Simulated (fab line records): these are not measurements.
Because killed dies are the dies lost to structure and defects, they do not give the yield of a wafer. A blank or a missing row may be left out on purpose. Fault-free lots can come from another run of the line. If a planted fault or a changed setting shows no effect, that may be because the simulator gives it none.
Matching of chambers | flow nand_harc | 4 sister chambers for NHARC_A_STAIRCASE_DESCUM_312 on rie_diel-02
The step chemistry O2, time 3 s. 4 wafers are shown with their chamber, then 7 later ones without.

== WAFERS WITH THEIR CHAMBER ==
wafer  | chamber | showerhead_plenum_p_Torr (Torr)
L085.1 | 1       | 2.07
L085.2 | 3       | 1.92
L089.1 | 2       | 1.97
L089.3 | 0       | 1.77

== WAFERS WITHOUT THEIR CHAMBER ==
wafer  | showerhead_plenum_p_Torr (Torr)
L089.6 | 1.77
L094.1 | 2.06
L094.3 | 1.91
L094.4 | 2.07
L096.2 | 1.96
L096.3 | 2.07
L096.4 | 1.91

== WHICH CHAMBER EACH ONE RAN IN ==
wafer  | from the rows above | in truth
L089.6 | 0                   | 0
L094.1 | 1                   | 1
L094.3 | 3                   | 3
L094.4 | 1                   | 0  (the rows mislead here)
L096.2 | 2                   | 2
L096.3 | 1                   | 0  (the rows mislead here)
L096.4 | 3                   | 3
Placed correctly: 5 of 7. From these rows, 0 cannot be placed. 2 placed wrongly.
How it was worked out, from the rows above alone: a wafer's distance from a chamber is the root of the sum, over the readings, of the square of ((its reading less the chamber's mean) divided by the reading's scatter). If the next closest chamber is less than 2 further off than the closest, the wafer can't be placed; otherwise it belongs to the closest. The mean given for a chamber averages the wafers shown for that chamber. The scatter (one wafer shown for each chamber): square how far every hidden wafer sits from the nearest shown wafer, average those squares and take the square root.
